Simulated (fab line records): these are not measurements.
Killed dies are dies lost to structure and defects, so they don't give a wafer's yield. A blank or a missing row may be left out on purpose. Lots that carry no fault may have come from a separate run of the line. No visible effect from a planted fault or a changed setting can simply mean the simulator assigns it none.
Chamber matching :: flow n5 finfet :: N5_BEOL_M5_ETCH_62 on rie diel-02: 4 sister chambers
The step etches SOC in N2/H2, target depth 75 nm, overetch 15 nm, time 112.5 s. 22 wafers are shown with their chamber, then 11 later ones without.

== EACH WAFER AND ITS CHAMBER ==
wafer: L075.1
chamber: 3
drypump motor current A (A): 5.8
throttle valve pct (%): 17.71
showerhead plenum p Torr (Torr): 2.63

wafer: L075.2
chamber: 2
drypump motor current A (A): 5.2
throttle valve pct (%): 18.00
showerhead plenum p Torr (Torr): 2.54

wafer: L075.4
chamber: 1
drypump motor current A (A): 5.4
throttle valve pct (%): 17.55
showerhead plenum p Torr (Torr): 2.59

wafer: L076.1
chamber: 2
drypump motor current A (A): 5.2
throttle valve pct (%): 17.98
showerhead plenum p Torr (Torr): 2.54

wafer: L076.2
chamber: 1
drypump motor current A (A): 5.4
throttle valve pct (%): 17.54
showerhead plenum p Torr (Torr): 2.59

wafer: L076.4
chamber: 3
drypump motor current A (A): 5.8
throttle valve pct (%): 17.70
showerhead plenum p Torr (Torr): 2.63

wafer: L077.1
chamber: 3
drypump motor current A (A): 5.7
throttle valve pct (%): 17.70
showerhead plenum p Torr (Torr): 2.63

wafer: L077.5
chamber: 3
drypump motor current A (A): 5.8
throttle valve pct (%): 17.70
showerhead plenum p Torr (Torr): 2.63

wafer: L077.6
chamber: 0
drypump motor current A (A): 5.9
throttle valve pct (%): 17.18
showerhead plenum p Torr (Torr): 2.69

wafer: L080.2
chamber: 3
drypump motor current A (A): 5.8
throttle valve pct (%): 17.72
showerhead plenum p Torr (Torr): 2.63

wafer: L080.5
chamber: 1
drypump motor current A (A): 5.4
throttle valve pct (%): 17.55
showerhead plenum p Torr (Torr): 2.58

wafer: L080.6
chamber: 2
drypump motor current A (A): 5.2
throttle valve pct (%): 18.00
showerhead plenum p Torr (Torr): 2.54

wafer: L081.1
chamber: 1
drypump motor current A (A): 5.4
throttle valve pct (%): 17.55
showerhead plenum p Torr (Torr): 2.58

wafer: L081.2
chamber: 0
drypump motor current A (A): 5.9
throttle valve pct (%): 17.16
showerhead plenum p Torr (Torr): 2.69

wafer: L081.6
chamber: 2
drypump motor current A (A): 5.2
throttle valve pct (%): 18.01
showerhead plenum p Torr (Torr): 2.54

wafer: L084.1
chamber: 0
drypump motor current A (A): 5.9
throttle valve pct (%): 17.19
showerhead plenum p Torr (Torr): 2.69

wafer: L084.3
chamber: 1
drypump motor current A (A): 5.4
throttle valve pct (%): 17.57
showerhead plenum p Torr (Torr): 2.58

wafer: L084.6
chamber: 2
drypump motor current A (A): 5.2
throttle valve pct (%): 18.02
showerhead plenum p Torr (Torr): 2.53

wafer: L085.3
chamber: 0
drypump motor current A (A): 5.9
throttle valve pct (%): 17.19
showerhead plenum p Torr (Torr): 2.69

wafer: L085.4
chamber: 2
drypump motor current A (A): 5.2
throttle valve pct (%): 18.02
showerhead plenum p Torr (Torr): 2.53

wafer: L085.5
chamber: 3
drypump motor current A (A): 5.8
throttle valve pct (%): 17.74
showerhead plenum p Torr (Torr): 2.62

wafer: L091.1
chamber: 0
drypump motor current A (A): 5.9
throttle valve pct (%): 17.20
showerhead plenum p Torr (Torr): 2.68

SIGNATURES, as means of the wafers listed above
reading: drypump motor current A
chamber 0: 5.900
chamber 1: 5.400
chamber 2: 5.200
chamber 3: 5.783
scatter within a chamber: 0.0215

reading: throttle valve pct
chamber 0: 17.1840
chamber 1: 17.5520
chamber 2: 18.0050
chamber 3: 17.7117
scatter within a chamber: 0.0146

reading: showerhead plenum p Torr
chamber 0: 2.6880
chamber 1: 2.5840
chamber 2: 2.5367
chamber 3: 2.6283
scatter within a chamber: 0.00481
Rule: a wafer's distance from a chamber is the root of the sum, over the readings, of the square of ((its reading less the chamber's mean) divided by the reading's scatter). The wafer belongs to the nearest chamber; if the next one is less than 2 further off, it can't be placed. The scatter: take each reading less its chamber's mean, square it, sum over the shown wafers, divide by the number of wafers less the number of chambers, and take the root.

== WAFERS WHOSE CHAMBER IS MISSING ==
wafer: L091.5
drypump motor current A (A): 5.9
throttle valve pct (%): 17.20
showerhead plenum p Torr (Torr): 2.68

wafer: L091.6
drypump motor current A (A): 5.8
throttle valve pct (%): 17.71
showerhead plenum p Torr (Torr): 2.62

wafer: L090.1
drypump motor current A (A): 5.4
throttle valve pct (%): 17.58
showerhead plenum p Torr (Torr): 2.58

wafer: L090.3
drypump motor current A (A): 5.2
throttle valve pct (%): 18.02
showerhead plenum p Torr (Torr): 2.53

wafer: L090.5
drypump motor current A (A): 5.9
throttle valve pct (%): 17.73
showerhead plenum p Torr (Torr): 2.62

wafer: L096.2
drypump motor current A (A): 5.9
throttle valve pct (%): 17.21
showerhead plenum p Torr (Torr): 2.68

wafer: L096.4
drypump motor current A (A): 5.9
throttle valve pct (%): 17.20
showerhead plenum p Torr (Torr): 2.68

wafer: L096.6
drypump motor current A (A): 5.8
throttle valve pct (%): 17.74
showerhead plenum p Torr (Torr): 2.62

wafer: L097.3
drypump motor current A (A): 5.4
throttle valve pct (%): 17.59
showerhead plenum p Torr (Torr): 2.58

wafer: L097.4
drypump motor current A (A): 5.9
throttle valve pct (%): 17.21
showerhead plenum p Torr (Torr): 2.68

wafer: L097.5
drypump motor current A (A): 5.9
throttle valve pct (%): 17.21
showerhead plenum p Torr (Torr): 2.68

== WHICH CHAMBER EACH ONE RAN IN ==
wafer: L091.5
from the rows above: 0
in truth: 0

wafer: L091.6
from the rows above: 3
in truth: 3

wafer: L090.1
from the rows above: 1
in truth: 1

wafer: L090.3
from the rows above: 2
in truth: 2

wafer: L090.5
from the rows above: 3
in truth: 3

wafer: L096.2
from the rows above: 0
in truth: 0

wafer: L096.4
from the rows above: 0
in truth: 0

wafer: L096.6
from the rows above: 3
in truth: 3

wafer: L097.3
from the rows above: 1
in truth: 1

wafer: L097.4
from the rows above: 0
in truth: 0

wafer: L097.5
from the rows above: 0
in truth: 0
Placed correctly: 11 of 11. From these rows, 0 cannot be placed. Wrongly placed: 0.
